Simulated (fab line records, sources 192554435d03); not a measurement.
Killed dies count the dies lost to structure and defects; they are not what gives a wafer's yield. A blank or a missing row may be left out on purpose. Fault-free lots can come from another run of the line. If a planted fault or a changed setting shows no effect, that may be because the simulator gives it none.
Which tool is to blame? | flow n5-finfet | 22 lots with 66 wafers sampled at 6 steps, on a route of 1938 steps

## WHAT THE GAUGES READ, wafer by wafer
The record lacks any reading of a measuring or inspecting step that a usual standard deviation could be used to judge.

## TOOL THAT RAN EACH LOT (tool first, then ch and the chambers of the sampled wafers, then the start)
lot  | N5_BEOL_M14_STRIP_63                          | N5_BEOL_M14_DESCUM_33              | N5_BEOL_M14_ETCH_68                | N5_BEOL_M14_PRE_CLEAN_42     | N5_BEOL_M14_ANNEAL_48            | N5_BEOL_M15_ETCH_61
L076 | rie-diel-04 ch 0,2,3, day 11 01:49 or earlier | rie-diel-05 ch 1,2, day 11 01:49   | rie-diel-05 ch 1,2, day 11 02:00   | pvd-sputter-01, day 11 07:11 | rtp-anneal-01 ch 0, day 11 07:41 | rie-diel-01 ch 0,3, day 11 10:46
L075 | rie-diel-03 ch 0,2,3, day 11 05:19 or earlier | rie-diel-05 ch 1,2,3, day 11 05:19 | rie-diel-05 ch 1,2,3, day 11 05:30 | pvd-sputter-01, day 11 14:19 | rtp-anneal-02 ch 0, day 11 15:21 | rie-diel-01 ch 0,1,3, day 11 18:54
L077 | rie-diel-04 ch 0,3, day 11 10:32 or earlier   | rie-diel-05 ch 1,3, day 11 10:32   | rie-diel-05 ch 1,3, day 11 10:43   | pvd-sputter-02, day 11 15:06 | rtp-anneal-01 ch 0, day 11 15:49 | rie-diel-01 ch 0,1,3, day 11 19:18
L078 | rie-diel-04 ch 0,1,3, day 12 06:13 or earlier | rie-diel-03 ch 1,2, day 12 06:13   | rie-diel-03 ch 1,2, day 12 06:23   | pvd-sputter-01, day 12 07:57 | rtp-anneal-02 ch 0, day 12 08:31 | rie-diel-01 ch 0,2,3, day 12 11:52
L079 | rie-diel-05 ch 0,1,2, day 12 18:12 or earlier | rie-diel-05 ch 0,2, day 12 18:12   | rie-diel-05 ch 0,2, day 12 18:23   | pvd-sputter-02, day 12 19:35 | rtp-anneal-02 ch 0, day 12 20:42 | rie-diel-02 ch 1,2,3, day 13 00:01
L080 | rie-diel-04 ch 0,1,3, day 12 20:28 or earlier | rie-diel-04 ch 0,1,3, day 12 20:28 | rie-diel-04 ch 0,1,3, day 12 20:45 | pvd-sputter-03, day 12 22:08 | rtp-anneal-01 ch 0, day 12 22:46 | rie-diel-06 ch 0,2,3, day 13 02:01
L081 | rie-diel-04 ch 1,3, day 12 22:48 or earlier   | rie-diel-03 ch 0,2, day 12 22:48   | rie-diel-03 ch 0,2, day 12 22:59   | pvd-sputter-03, day 13 05:30 | rtp-anneal-01 ch 0, day 13 06:29 | rie-diel-01 ch 0,2,3, day 13 09:41
L084 | rie-diel-05 ch 0,2, day 13 11:29 or earlier   | rie-diel-05 ch 0,2, day 13 11:29   | rie-diel-05 ch 0,2, day 13 11:40   | pvd-sputter-02, day 13 12:31 | rtp-anneal-02 ch 0, day 13 13:20 | rie-diel-06 ch 0,1,3, day 13 16:27
L082 | rie-diel-03 ch 1,3, day 13 14:32 or earlier   | rie-diel-04 ch 2,3, day 13 14:32   | rie-diel-04 ch 2,3, day 13 14:43   | pvd-sputter-01, day 13 16:30 | rtp-anneal-02 ch 0, day 13 17:01 | rie-diel-02 ch 1,3, day 13 20:18
L083 | rie-diel-03 ch 0,2,3, day 13 14:56 or earlier | rie-diel-03 ch 0,3, day 13 14:56   | rie-diel-03 ch 0,3, day 13 15:07   | pvd-sputter-03, day 13 16:37 | rtp-anneal-02 ch 0, day 13 17:19 | rie-diel-02 ch 0,1, day 13 20:40
L085 | rie-diel-03 ch 0,1, day 14 05:16 or earlier   | rie-diel-05 ch 2,3, day 14 05:16   | rie-diel-05 ch 2,3, day 14 05:27   | pvd-sputter-02, day 14 11:10 | rtp-anneal-01 ch 0, day 14 11:53 | rie-diel-06 ch 0,1, day 14 15:11
L087 | rie-diel-05 ch 0,2,3, day 14 13:30 or earlier | rie-diel-05 ch 1,2, day 14 13:30   | rie-diel-05 ch 1,2, day 14 13:41   | pvd-sputter-02, day 14 14:53 | rtp-anneal-02 ch 0, day 14 15:23 | rie-diel-01 ch 0,3, day 14 18:58
L089 | rie-diel-05 ch 0,2, day 14 18:53 or earlier   | rie-diel-05 ch 0,2,3, day 14 18:53 | rie-diel-05 ch 0,2,3, day 14 19:04 | pvd-sputter-01, day 14 23:00 | rtp-anneal-01 ch 0, day 14 23:31 | rie-diel-06 ch 0,1,2, day 15 02:26
L086 | rie-diel-05 ch 0,2,3, day 15 03:05 or earlier | rie-diel-04 ch 2,3, day 15 03:05   | rie-diel-04 ch 2,3, day 15 03:16   | pvd-sputter-01, day 15 04:29 | rtp-anneal-02 ch 0, day 15 04:59 | rie-diel-02 ch 0,1,3, day 15 08:44
L088 | rie-diel-04 ch 0,1,3, day 15 11:26 or earlier | rie-diel-04 ch 0,2,3, day 15 11:26 | rie-diel-04 ch 0,2,3, day 15 11:37 | pvd-sputter-02, day 15 12:29 | rtp-anneal-01 ch 0, day 15 13:04 | rie-diel-06 ch 0,2, day 15 16:14
L090 | rie-diel-03 ch 0,3, day 15 13:26 or earlier   | rie-diel-05 ch 0,1,3, day 15 13:26 | rie-diel-05 ch 0,1,3, day 15 13:37 | pvd-sputter-03, day 15 17:26 | rtp-anneal-02 ch 0, day 15 18:35 | rie-diel-06 ch 0,2,3, day 15 21:32
L092 | rie-diel-03 ch 0,1, day 15 20:17 or earlier   | rie-diel-05 ch 0,2,3, day 15 20:17 | rie-diel-05 ch 0,2,3, day 15 20:28 | pvd-sputter-01, day 15 21:19 | rtp-anneal-02 ch 0, day 15 21:53 | rie-diel-02 ch 0,3, day 16 00:53
L091 | rie-diel-04 ch 1,2, day 15 21:12 or earlier   | rie-diel-03 ch 0,2,3, day 15 21:12 | rie-diel-03 ch 0,2,3, day 15 21:23 | pvd-sputter-02, day 15 23:57 | rtp-anneal-02 ch 0, day 16 00:28 | rie-diel-01 ch 0,2, day 16 03:34
L093 | rie-diel-04 ch 2,3, day 16 17:11 or earlier   | rie-diel-03 ch 1,2,3, day 16 17:11 | rie-diel-03 ch 1,2,3, day 16 17:22 | pvd-sputter-02, day 16 18:09 | rtp-anneal-01 ch 0, day 16 18:40 | rie-diel-02 ch 0,1,3, day 16 21:38
L094 | rie-diel-03 ch 1,2,3, day 16 20:46 or earlier | rie-diel-03 ch 2,3, day 16 20:46   | rie-diel-03 ch 2,3, day 16 20:57   | pvd-sputter-02, day 16 23:10 | rtp-anneal-01 ch 0, day 16 23:56 | rie-diel-01 ch 1,3, day 17 03:13
L097 | rie-diel-03 ch 1,2,3, day 16 21:32 or earlier | rie-diel-03 ch 0,2,3, day 16 21:32 | rie-diel-03 ch 0,2,3, day 16 21:43 | pvd-sputter-01, day 16 23:19 | rtp-anneal-02 ch 0, day 16 23:57 | rie-diel-02 ch 1,2,3, day 17 03:31
L096 | rie-diel-05 ch 2,3, day 17 05:56 or earlier   | rie-diel-05 ch 1,2,3, day 17 05:56 | rie-diel-05 ch 1,2,3, day 17 06:07 | pvd-sputter-03, day 17 08:19 | rtp-anneal-01 ch 0, day 17 09:05 | rie-diel-06 ch 0,1,3, day 17 12:25
- N5_BEOL_M14_STRIP_63: strips in O2.
- N5_BEOL_M14_DESCUM_33: chemistry O2, time 7.9 s.
- N5_BEOL_M14_ETCH_68: etches SOC in N2/H2, time 450 s.
- N5_BEOL_M14_PRE_CLEAN_42: time 30 s.
- N5_BEOL_M14_ANNEAL_48: time 90 s.
- N5_BEOL_M15_ETCH_61: etches BARC in N2/H2, target depth 89 nm, overetch 26.7 nm, time 67.9 s.

## AS READ BY THE TOOLS THEMSELVES (means over the sampled wafers that have a number; for cases with no such wafer, the mark the record gives instead)
N5_BEOL_M14_STRIP_63. Usual: drypump-motor-current-A 6.0 A, standard deviation 0.44; oes-product-au 0.82 a.u., standard deviation 0.1; rf-vpp-V 3.5 V, standard deviation 0.83; showerhead-plenum-p-Torr 2.11 Torr, standard deviation 0.079; throttle-valve-pct 16.52 %, standard deviation 0.25.
lot  | tool        | drypump-motor-current-A (A) | oes-product-au (a.u.) | rf-vpp-V (V) | showerhead-plenum-p-Torr (Torr) | throttle-valve-pct (%) | flag
L076 | rie-diel-04 | 6.4                         | 0.71                  | 3.8          | 2.07                            | 16.66                  |
L075 | rie-diel-03 | 5.6                         | 0.75                  | 2.9          | 2.09                            | 16.90                  |
L077 | rie-diel-04 | 6.4                         | 0.72                  | 3.6          | 2.12                            | 16.57                  |
L078 | rie-diel-04 | 6.2                         | 0.80                  | 3.6          | 2.11                            | 16.44                  |
L079 | rie-diel-05 | 5.6                         | 0.86                  | 3.8          | 2.18                            | 16.42                  |
L080 | rie-diel-04 | 6.3                         | 0.79                  | 3.6          | 2.11                            | 16.44                  |
L081 | rie-diel-04 | 6.1                         | 0.88                  | 3.5          | 2.11                            | 16.32                  |
L084 | rie-diel-05 | 5.9                         | 0.92                  | 3.1          | 2.24                            | 16.34                  |
L082 | rie-diel-03 | 6.2                         | 0.83                  | 3.4          | 2.02                            | 16.47                  |
L083 | rie-diel-03 | 5.6                         | 0.83                  | 3.4          | 2.08                            | 16.79                  |
L085 | rie-diel-03 | 6.2                         | 0.76                  | 3.9          | 2.04                            | 16.55                  |
L087 | rie-diel-05 | 5.9                         | 0.92                  | 3.2          | 2.20                            | 16.26                  |
L089 | rie-diel-05 | 5.9                         | 0.90                  | 3.3          | 2.24                            | 16.34                  |
L086 | rie-diel-05 | 6.0                         | 0.89                  | 2.7          | 2.20                            | 16.24                  |
L088 | rie-diel-04 | 6.3                         | 0.85                  | 3.7          | 2.10                            | 16.34                  |
L090 | rie-diel-03 | 5.4                         | 0.77                  | 3.4          | 2.04                            | 16.77                  |
L092 | rie-diel-03 | 5.7                         | 0.71                  | 3.3          | 2.05                            | 16.73                  |
L091 | rie-diel-04 | 6.2                         | 0.89                  | 2.9          | 2.11                            | 16.35                  |
L093 | rie-diel-04 | 6.2                         | 0.84                  | 4.8          | 2.02                            | 16.54                  |
L094 | rie-diel-03 | 6.0                         | 0.82                  | 4.1          | 2.05                            | 16.68                  |
L097 | rie-diel-03 | 6.0                         | 0.82                  | 4.6          | 2.05                            | 16.68                  |
L096 | rie-diel-05 | 6.0                         | 0.87                  | 3.5          | 2.18                            | 16.36                  |

N5_BEOL_M14_DESCUM_33. Usual: drypump-motor-current-A 5.9 A, standard deviation 0.46; oes-product-au 0.84 a.u., standard deviation 0.11; rf-vpp-V 243.5 V, standard deviation 1.4; showerhead-plenum-p-Torr 2.11 Torr, standard deviation 0.082; throttle-valve-pct 20.24 %, standard deviation 0.25.
lot  | tool        | drypump-motor-current-A (A) | oes-product-au (a.u.) | rf-vpp-V (V) | showerhead-plenum-p-Torr (Torr) | throttle-valve-pct (%) | flag
L076 | rie-diel-05 | 5.6                         | 0.89                  | 243.9        | 2.18                            | 20.26                  |
L075 | rie-diel-05 | 5.7                         | 0.78                  | 243.1        | 2.14                            | 20.20                  |
L077 | rie-diel-05 | 5.4                         | 0.69                  | 243.9        | 2.08                            | 20.17                  |
L078 | rie-diel-03 | 6.4                         | 0.89                  | 242.9        | 2.06                            | 20.27                  |
L079 | rie-diel-05 | 5.9                         | 0.95                  | 245.6        | 2.23                            | 20.20                  |
L080 | rie-diel-04 | 6.3                         | 0.78                  | 242.9        | 2.10                            | 20.19                  |
L081 | rie-diel-03 | 5.8                         | 0.88                  | 243.1        | 2.12                            | 20.63                  |
L084 | rie-diel-05 | 5.9                         | 0.93                  | 244.3        | 2.23                            | 20.22                  |
L082 | rie-diel-04 | 6.1                         | 0.82                  | 241.3        | 2.01                            | 20.22                  |
L083 | rie-diel-03 | 5.5                         | 0.78                  | 242.8        | 2.04                            | 20.49                  |
L085 | rie-diel-05 | 6.0                         | 0.93                  | 244.8        | 2.19                            | 20.12                  |
L087 | rie-diel-05 | 5.3                         | 0.74                  | 243.1        | 2.11                            | 20.27                  |
L089 | rie-diel-05 | 6.0                         | 0.91                  | 245.0        | 2.19                            | 20.01                  |
L086 | rie-diel-04 | 6.3                         | 0.86                  | 243.0        | 2.01                            | 20.24                  |
L088 | rie-diel-04 | 6.3                         | 0.87                  | 242.4        | 2.06                            | 20.18                  |
L090 | rie-diel-05 | 5.7                         | 0.92                  | 243.7        | 2.13                            | 19.86                  |
L092 | rie-diel-05 | 6.0                         | 0.88                  | 244.4        | 2.19                            | 20.03                  |
L091 | rie-diel-03 | 5.6                         | 0.79                  | 243.5        | 2.07                            | 20.59                  |
L093 | rie-diel-03 | 6.0                         | 0.82                  | 243.3        | 2.05                            | 20.45                  |
L094 | rie-diel-03 | 5.6                         | 0.83                  | 242.1        | 2.06                            | 20.56                  |
L097 | rie-diel-03 | 5.6                         | 0.89                  | 243.5        | 2.07                            | 20.52                  |
L096 | rie-diel-05 | 5.7                         | 0.88                  | 243.4        | 2.13                            | 20.00                  |

N5_BEOL_M14_ETCH_68. Usual: drypump-motor-current-A 5.9 A, standard deviation 0.47; h2-flow-sccm 200.0 sccm, standard deviation 0.57; oes-product-au 0.84 a.u., standard deviation 0.11; rf-vpp-V 524.4 V, standard deviation 2.9; showerhead-plenum-p-Torr 2.57 Torr, standard deviation 0.097; throttle-valve-pct 17.63 %, standard deviation 0.24.
lot  | tool        | drypump-motor-current-A (A) | h2-flow-sccm (sccm) | oes-product-au (a.u.) | rf-vpp-V (V) | showerhead-plenum-p-Torr (Torr) | throttle-valve-pct (%) | flag
L076 | rie-diel-05 | 5.6                         | 200.3               | 0.88                  | 526.7        | 2.65                            | 17.69                  |
L075 | rie-diel-05 | 5.7                         | 199.4               | 0.78                  | 526.2        | 2.61                            | 17.64                  |
L077 | rie-diel-05 | 5.4                         | 199.8               | 0.69                  | 523.8        | 2.54                            | 17.64                  |
L078 | rie-diel-03 | 6.4                         | 200.9               | 0.88                  | 523.1        | 2.51                            | 17.68                  |
L079 | rie-diel-05 | 6.0                         | 199.7               | 0.93                  | 527.9        | 2.72                            | 17.58                  |
L080 | rie-diel-04 | 6.2                         | 200.3               | 0.79                  | 524.3        | 2.55                            | 17.50                  |
L081 | rie-diel-03 | 5.8                         | 200.3               | 0.87                  | 524.1        | 2.56                            | 17.96                  |
L084 | rie-diel-05 | 5.9                         | 200.1               | 0.93                  | 528.2        | 2.71                            | 17.61                  |
L082 | rie-diel-04 | 6.2                         | 199.8               | 0.82                  | 521.1        | 2.45                            | 17.67                  |
L083 | rie-diel-03 | 5.5                         | 199.7               | 0.79                  | 522.0        | 2.48                            | 17.83                  |
L085 | rie-diel-05 | 6.0                         | 200.1               | 0.91                  | 526.8        | 2.67                            | 17.53                  |
L087 | rie-diel-05 | 5.3                         | 199.6               | 0.76                  | 524.6        | 2.57                            | 17.74                  |
L089 | rie-diel-05 | 6.0                         | 200.2               | 0.90                  | 527.7        | 2.67                            | 17.40                  |
L086 | rie-diel-04 | 6.3                         | 199.7               | 0.85                  | 521.4        | 2.48                            | 17.72                  |
L088 | rie-diel-04 | 6.4                         | 200.1               | 0.86                  | 522.7        | 2.51                            | 17.56                  |
L090 | rie-diel-05 | 5.7                         | 200.0               | 0.91                  | 525.4        | 2.60                            | 17.28                  |
L092 | rie-diel-05 | 6.0                         | 200.3               | 0.90                  | 527.7        | 2.66                            | 17.43                  |
L091 | rie-diel-03 | 5.6                         | 199.6               | 0.79                  | 523.5        | 2.52                            | 17.93                  |
L093 | rie-diel-03 | 6.0                         | 200.2               | 0.82                  | 522.5        | 2.51                            | 17.84                  |
L094 | rie-diel-03 | 5.7                         | 199.9               | 0.82                  | 522.0        | 2.50                            | 17.94                  |
L097 | rie-diel-03 | 5.6                         | 200.3               | 0.89                  | 522.5        | 2.51                            | 17.83                  |
L096 | rie-diel-05 | 5.7                         | 199.4               | 0.89                  | 525.0        | 2.59                            | 17.42                  |

N5_BEOL_M14_PRE_CLEAN_42. Usual: heater-power-w 457 W, standard deviation 35.
lot  | tool           | heater-power-w (W) | flag
L076 | pvd-sputter-01 | 445                |
L075 | pvd-sputter-01 | 457                |
L077 | pvd-sputter-02 | 451                |
L078 | pvd-sputter-01 | 466                |
L079 | pvd-sputter-02 | 443                |
L080 | pvd-sputter-03 | 486                |
L081 | pvd-sputter-03 | 524                |
L084 | pvd-sputter-02 | 425                |
L082 | pvd-sputter-01 | 459                |
L083 | pvd-sputter-03 | 479                |
L085 | pvd-sputter-02 | 446                |
L087 | pvd-sputter-02 | 453                |
L089 | pvd-sputter-01 | 470                |
L086 | pvd-sputter-01 | 458                |
L088 | pvd-sputter-02 | 424                |
L090 | pvd-sputter-03 | 485                |
L092 | pvd-sputter-01 | 473                |
L091 | pvd-sputter-02 | 435                |
L093 | pvd-sputter-02 | 441                |
L094 | pvd-sputter-02 | 429                |
L097 | pvd-sputter-01 | 447                |
L096 | pvd-sputter-03 | 480                |

N5_BEOL_M14_ANNEAL_48. Usual: wafer_temp_C_max 225.97, standard deviation 0.27.
lot  | tool          | wafer_temp_C_max | flag
L076 | rtp-anneal-01 | 226.02           |
L075 | rtp-anneal-02 | 225.98           |
L077 | rtp-anneal-01 | 225.98           |
L078 | rtp-anneal-02 | 225.95           |
L079 | rtp-anneal-02 | 225.98           |
L080 | rtp-anneal-01 | 225.90           |
L081 | rtp-anneal-01 | 225.94           |
L084 | rtp-anneal-02 | 225.71           |
L082 | rtp-anneal-02 | 226.30           |
L083 | rtp-anneal-02 | 225.52           |
L085 | rtp-anneal-01 | 225.95           |
L087 | rtp-anneal-02 | 225.86           |
L089 | rtp-anneal-01 | 225.91           |
L086 | rtp-anneal-02 | 226.41           |
L088 | rtp-anneal-01 | 225.98           |
L090 | rtp-anneal-02 | 226.01           |
L092 | rtp-anneal-02 | 226.09           |
L091 | rtp-anneal-02 | 226.29           |
L093 | rtp-anneal-01 | 226.16           |
L094 | rtp-anneal-01 | 225.97           |
L097 | rtp-anneal-02 | 226.18           |
L096 | rtp-anneal-01 | 225.79           |

N5_BEOL_M15_ETCH_61. Usual: drypump-motor-current-A 5.50 A, standard deviation 0.26; h2-flow-sccm 200.0 sccm, standard deviation 0.57; oes-product-au 0.69 a.u., standard deviation 0.07; rf-vpp-V 523.7 V, standard deviation 2.4; showerhead-plenum-p-Torr 2.53 Torr, standard deviation 0.08; throttle-valve-pct 17.78 %, standard deviation 0.22.
lot  | tool        | drypump-motor-current-A (A) | h2-flow-sccm (sccm) | oes-product-au (a.u.) | rf-vpp-V (V) | showerhead-plenum-p-Torr (Torr) | throttle-valve-pct (%) | flag
L076 | rie-diel-01 | 5.34                        | 200.7               | 0.66                  | 522.7        | 2.47                            | 17.95                  |
L075 | rie-diel-01 | 5.36                        | 199.8               | 0.71                  | 523.0        | 2.53                            | 17.78                  |
L077 | rie-diel-01 | 5.36                        | 200.0               | 0.71                  | 523.2        | 2.53                            | 17.77                  |
L078 | rie-diel-01 | 5.46                        | 199.8               | 0.72                  | 522.8        | 2.52                            | 17.93                  |
L079 | rie-diel-02 | 5.61                        | 200.0               | 0.66                  | 522.3        | 2.48                            | 17.74                  |
L080 | rie-diel-06 | 5.70                        | 200.7               | 0.71                  | 524.9        | 2.60                            | 17.70                  |
L081 | rie-diel-01 | 5.44                        | 199.9               | 0.71                  | 523.7        | 2.52                            | 17.94                  |
L084 | rie-diel-06 | 5.68                        | 199.7               | 0.69                  | 524.2        | 2.56                            | 17.75                  |
L082 | rie-diel-02 | 5.57                        | 200.8               | 0.66                  | 521.3        | 2.45                            | 17.92                  |
L083 | rie-diel-02 | 5.49                        | 200.0               | 0.70                  | 522.6        | 2.51                            | 17.84                  |
L085 | rie-diel-06 | 5.46                        | 199.1               | 0.65                  | 523.1        | 2.50                            | 17.97                  |
L087 | rie-diel-01 | 5.25                        | 200.0               | 0.67                  | 523.0        | 2.51                            | 17.97                  |
L089 | rie-diel-06 | 5.51                        | 199.4               | 0.65                  | 523.9        | 2.54                            | 17.93                  |
L086 | rie-diel-02 | 5.36                        | 199.7               | 0.67                  | 521.7        | 2.49                            | 17.87                  |
L088 | rie-diel-06 | 5.56                        | 200.2               | 0.65                  | 525.5        | 2.58                            | 17.91                  |
L090 | rie-diel-06 | 5.69                        | 200.1               | 0.68                  | 525.2        | 2.59                            | 17.75                  |
L092 | rie-diel-02 | 5.17                        | 200.6               | 0.70                  | 523.5        | 2.53                            | 17.80                  |
L091 | rie-diel-01 | 5.53                        | 200.6               | 0.67                  | 522.0        | 2.47                            | 17.98                  |
L093 | rie-diel-02 | 5.36                        | 200.2               | 0.67                  | 522.5        | 2.48                            | 17.88                  |
L094 | rie-diel-01 | 5.39                        | 200.1               | 0.73                  | 525.7        | 2.57                            | 17.63                  |
L097 | rie-diel-02 | 5.61                        | 199.8               | 0.64                  | 522.4        | 2.47                            | 17.80                  |
L096 | rie-diel-06 | 5.65                        | 199.7               | 0.75                  | 523.5        | 2.54                            | 17.65                  |

## THE ANSWER, worked out from the rows above alone
Rule: lot off if the mean of its wafers having a number is beyond 3 standard deviations from the usual mean. A lot without any number at a reading at which 4 lots or more have one is off too. Where the step has rows for the other lots, those lots are counted as sound. After the gauges, taken in route order, come the tools' own readings; for these a lot's mean is taken, as printed above. At the first step where some lot is off, the reading lying furthest off is the one used; lots without a number count as furthest.
Across all readings shown, no lot is off: no conclusion can be drawn from this.

## WHAT THE SIMULATOR PUT IN
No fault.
